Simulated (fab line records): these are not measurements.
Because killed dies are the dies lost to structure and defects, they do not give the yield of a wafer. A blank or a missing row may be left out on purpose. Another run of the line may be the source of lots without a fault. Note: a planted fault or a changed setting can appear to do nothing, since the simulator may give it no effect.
Problem report in the 8D (eight disciplines) form, filled by code || flow n5Finfet || the parts of the form that need people (team, actions taken, sign-off) are left out

1. PROBLEM STATEMENT
Wafers without a fault read 14, standard deviation 5.2; killed_at_M4_up at N5_PASSIVATION_PROBE_49 reads a mean of 347 on 3 wafers belonging to 2 lots. That puts it +64 standard deviations away from the usual mean.
The first sign was on wafer L305.2 at day 14 16:31, on prober-01. Wafers with a number at this step in the record: 18, from 6 lots. The rule behind "out" and "out of limits": a value lying over 4 standard deviations away from the usual mean. The other wafers with a number count as sound.

2. WHAT IT IS AND WHAT IT IS NOT
{"question": "which readings at this step", "is": "killed_at_M4_up, defectLimitedYield, killedDies, killedOnRim, sort_bin_5_function, sort_bin_6_memory, sortNPass, sortYieldPct", "is not": "killed_at_M0_to_M3, killedAtContacts, killedAtFrontEnd, killedAtOther, killedOpen, killedShort, sort_bin_8_speed"}
{"question": "which lots", "is": "L305, L309", "is not": "L300, L312, L319, L321"}
{"question": "which wafers of those lots", "is": "L305.2, L309.4, L309.5", "is not": "L305.3, L305.6, L309.3"}
{"question": "read on which tools", "is": "prober-01", "is not": "prober-02"}
{"question": "when", "is": "from day 14 16:31", "is not": "up to then (3 sound wafers); but 12 sound wafers of L305, L309, L312, L319, L321 came after"}

3. WHAT RULES OUT EACH SUSPECT
Counting: if a tool at a process step up to the reading ran every lot that is out, it stays a suspect. Sound lots after the first of them don't rule it out here, since some wafers of a struck lot are sound.
- ecdCu-01 at N5_BEOL_M6_ECD_50 (material Cu, target thk 300 nm): kept. It processed each lot that is out (first: L305, day 10 16:29); up to then, its last sound lot is L300 (day 9 00:59).
- rieDiel-02 at N5_PASSIVATION_STRIP_34 (strips in O2): kept. It ran every lot that is out, first L305 (day 14 11:14).
- prober-01 at N5_PASSIVATION_PROBE_49: kept. It processed each lot that is out (first: L305, day 14 16:31); up to then, its last sound lot is L300 (day 12 21:10). Its own readings are out on those wafers: defectLimitedYield, killed_at_M4_up, killedDies, killedOnRim, sort_bin_5_function, sort_bin_6_memory, sortNPass, sortYieldPct.
- Within rieDiel-02 at N5_PASSIVATION_STRIP_34: the wafers that are out ran in chambers 0, 1, 3; their sound lot-mates ran in chamber 2.
Still standing after the count: ecdCu-01 at N5_BEOL_M6_ECD_50, rieDiel-02 at N5_PASSIVATION_STRIP_34, prober-01 at N5_PASSIVATION_PROBE_49.

4. THE CAUSE (what the simulator had put in)
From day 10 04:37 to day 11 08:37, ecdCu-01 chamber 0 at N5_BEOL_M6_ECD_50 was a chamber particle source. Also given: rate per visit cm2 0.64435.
This tool is one of the 3 suspects left after counting.

5. SEQUENCE OF EFFECTS, ordered by route
Each row: a reading where the mean over the struck wafers with a number is more than 3 standard deviations away from the usual. Readings are gone through only where the record gives a usual standard deviation; hours: the median, over the lots, of the time from a lot's start at the first step in this table giving one to that lot's start at this step; sigmas: the change measured in usual standard deviations.
{"hours": 0, "step": "N5_PASSIVATION_PROBE_49", "reading": "defectLimitedYield", "usual": "91.3 %", "on struck wafers": 63.2, "change": -28.1, "sigmas": -22}
{"hours": 0, "step": "N5_PASSIVATION_PROBE_49", "reading": "killed_at_M4_up", "usual": 14, "on struck wafers": 347, "change": "+333", "sigmas": "+64"}
{"hours": 0, "step": "N5_PASSIVATION_PROBE_49", "reading": "killedDies", "usual": 103, "on struck wafers": 434, "change": "+331", "sigmas": "+22"}
{"hours": 0, "step": "N5_PASSIVATION_PROBE_49", "reading": "killedOnRim", "usual": 14, "on struck wafers": 56, "change": "+42", "sigmas": "+10"}
{"hours": 0, "step": "N5_PASSIVATION_PROBE_49", "reading": "sort_bin_5_function", "usual": "5.1 %", "on struck wafers": 21.5, "change": "+16.4", "sigmas": "+19"}
{"hours": 0, "step": "N5_PASSIVATION_PROBE_49", "reading": "sort_bin_6_memory", "usual": "3.3 %", "on struck wafers": 12.8, "change": "+9.5", "sigmas": "+15"}
{"hours": 0, "step": "N5_PASSIVATION_PROBE_49", "reading": "sortNPass", "usual": 1077, "on struck wafers": 746, "change": -331, "sigmas": -22}
{"hours": 0, "step": "N5_PASSIVATION_PROBE_49", "reading": "sortYieldPct", "usual": "91.3 %", "on struck wafers": 63.2, "change": -28.1, "sigmas": -22}
It contains these process steps:
- N5_PASSIVATION_PROBE_49

6. WHAT WOULD HAVE CAUGHT IT SOONER
The fault began at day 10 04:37; the first out-of-limits reading in this record came at day 14 16:31, 108 hours later.
All the lots that are out (2) had begun N5_BEOL_M6_ECD_50 on ecdCu-01 by day 14 16:31. Tool hold at that time: it would have spared none of them.
